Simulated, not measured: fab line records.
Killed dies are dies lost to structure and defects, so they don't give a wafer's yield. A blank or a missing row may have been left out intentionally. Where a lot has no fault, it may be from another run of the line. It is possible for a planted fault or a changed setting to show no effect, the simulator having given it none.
Chamber matching	flow n5Finfet	3 sister chambers for N5_BEOL_M2_DEP_57 on pecvd-04
The step deposits SiCN from 3MS/NH3, target thk 8 nm, time 14 s. 3 wafers are shown with their chamber, then 9 later ones without.

WAFERS, EACH WITH ITS CHAMBER
wafer	chamber	throttleValvePct (%)
L086.1	0	8.5
L086.2	1	8.9
L086.3	2	8.1

WAFERS WITHOUT THEIR CHAMBER
wafer	throttleValvePct (%)
L088.1	9.2
L088.3	8.6
L088.6	8.6
L089.3	9.2
L089.4	8.6
L089.6	9.3
L097.2	9.0
L097.3	8.4
L097.5	9.3

EACH ONE'S CHAMBER
wafer	from the rows above	in truth
L088.1	can't be placed: 1 or 0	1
L088.3	can't be placed: 0 or 1 or 2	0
L088.6	can't be placed: 0 or 1 or 2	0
L089.3	can't be placed: 1 or 0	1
L089.4	can't be placed: 0 or 1 or 2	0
L089.6	can't be placed: 1 or 0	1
L097.2	can't be placed: 1 or 0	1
L097.3	can't be placed: 0 or 2 or 1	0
L097.5	can't be placed: 1 or 0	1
Correct placement for 0 of the 9. From these rows, 9 cannot be placed; in 9 the true chamber is one of the candidates. Placed wrongly: 0.
How it was worked out, from the rows above alone: a wafer's distance from a chamber is the root of the sum, over the readings, of the square of ((its reading less the chamber's mean) divided by the reading's scatter). If the next closest chamber is less than 2 further off than the closest, the wafer can't be placed; otherwise it belongs to the closest. The mean given for a chamber averages the wafers shown for that chamber. The scatter (one wafer shown for each chamber): square how far every hidden wafer sits from the nearest shown wafer, average those squares and take the square root.
